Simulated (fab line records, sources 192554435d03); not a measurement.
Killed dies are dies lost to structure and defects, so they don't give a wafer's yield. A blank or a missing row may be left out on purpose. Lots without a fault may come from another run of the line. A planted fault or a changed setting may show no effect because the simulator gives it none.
Chamber matching | flow n5_finfet | N5_BEOL_M9_ILD_DEP_00 on pecvd-04: 3 sister chambers
The step deposits SiCOH lowk from DEMS/porogen, target thk 308.51 nm, time 58 s. 3 wafers are shown with their chamber, then 12 later ones without.

WAFERS WITH THEIR CHAMBER
wafer  | chamber | throttle_valve_pct (%)
L091.3 | 1       | 14.7
L091.4 | 0       | 14.1
L091.6 | 2       | 14.2

WAFERS WITHOUT THEIR CHAMBER
wafer  | throttle_valve_pct (%)
L093.1 | 15.0
L093.4 | 14.9
L093.6 | 14.0
L092.1 | 13.8
L092.3 | 14.0
L092.6 | 15.1
L095.2 | 14.2
L095.3 | 14.1
L095.6 | 15.2
L096.1 | 15.2
L096.3 | 14.1
L096.5 | 14.6

WHICH CHAMBER EACH WENT THROUGH
wafer  | from the rows above          | in truth
L093.1 | can't be placed: 1 or 2      | 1
L093.4 | can't be placed: 1 or 2      | 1
L093.6 | can't be placed: 0 or 2      | 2
L092.1 | can't be placed: 0 or 2      | 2
L092.3 | can't be placed: 0 or 2      | 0
L092.6 | can't be placed: 1 or 2      | 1
L095.2 | can't be placed: 2 or 0 or 1 | 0
L095.3 | can't be placed: 0 or 2      | 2
L095.6 | can't be placed: 1 or 2      | 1
L096.1 | can't be placed: 1 or 2      | 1
L096.3 | can't be placed: 0 or 2      | 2
L096.5 | can't be placed: 1 or 2 or 0 | 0
Placed correctly: 0 of 12. Can't be placed from these rows: 12 (the true chamber is among the candidates in 12). Placed wrongly: 0.
How it was worked out, from the rows above alone: a wafer's distance from a chamber is the root of the sum, over the readings, of the square of ((its reading less the chamber's mean) divided by the reading's scatter). The wafer belongs to the nearest chamber; if the next one is less than 2 further off, it can't be placed. A chamber's mean is the mean of its shown wafers. The scatter: with one shown wafer a chamber, the root of the mean of the squares of how far each hidden wafer lies from its nearest shown one.
